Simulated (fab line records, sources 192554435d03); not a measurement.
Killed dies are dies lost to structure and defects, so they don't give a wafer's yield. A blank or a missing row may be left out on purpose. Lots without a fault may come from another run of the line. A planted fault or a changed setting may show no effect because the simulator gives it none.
Chamber matching | flow n5_finfet | N5_GATE_CUT_PECVD_57 on pecvd-02: 3 sister chambers
The step deposits SiNx from SiH4/NH3/N2, target thk 21 nm. 6 wafers are shown with their chamber, then 7 later ones without.

WAFERS WITH THEIR CHAMBER
wafer  | chamber | showerhead_plenum_p_Torr (Torr) | throttle_valve_pct (%)
L083.1 | 1       | 5.09                            | 38.9
L084.1 | 1       | 5.09                            | 39.2
L084.2 | 0       | 5.22                            | 38.9
L084.3 | 2       | 5.21                            | 40.7
L087.2 | 2       | 5.21                            | 40.7
L087.3 | 0       | 5.21                            | 38.9

WAFERS WITHOUT THEIR CHAMBER
wafer  | showerhead_plenum_p_Torr (Torr) | throttle_valve_pct (%)
L087.6 | 5.21                            | 40.5
L088.1 | 5.09                            | 38.6
L088.3 | 5.21                            | 40.3
L088.4 | 5.22                            | 40.8
L093.3 | 5.22                            | 38.8
L093.4 | 5.21                            | 38.9
L093.6 | 5.21                            | 40.8

WHICH CHAMBER EACH WENT THROUGH
wafer  | from the rows above | in truth
L087.6 | 2                   | 2
L088.1 | 1                   | 1
L088.3 | 2                   | 2
L088.4 | 2                   | 2
L093.3 | 0                   | 0
L093.4 | 0                   | 0
L093.6 | 2                   | 2
Placed correctly: 7 of 7. Can't be placed from these rows: 0. Placed wrongly: 0.
How it was worked out, from the rows above alone: a wafer's distance from a chamber is the root of the sum, over the readings, of the square of ((its reading less the chamber's mean) divided by the reading's scatter). The wafer belongs to the nearest chamber; if the next one is less than 2 further off, it can't be placed. A chamber's mean is the mean of its shown wafers. The scatter: the root of (the sum of the squares of (reading less its chamber's mean) over the shown wafers, divided by (wafers less chambers)).
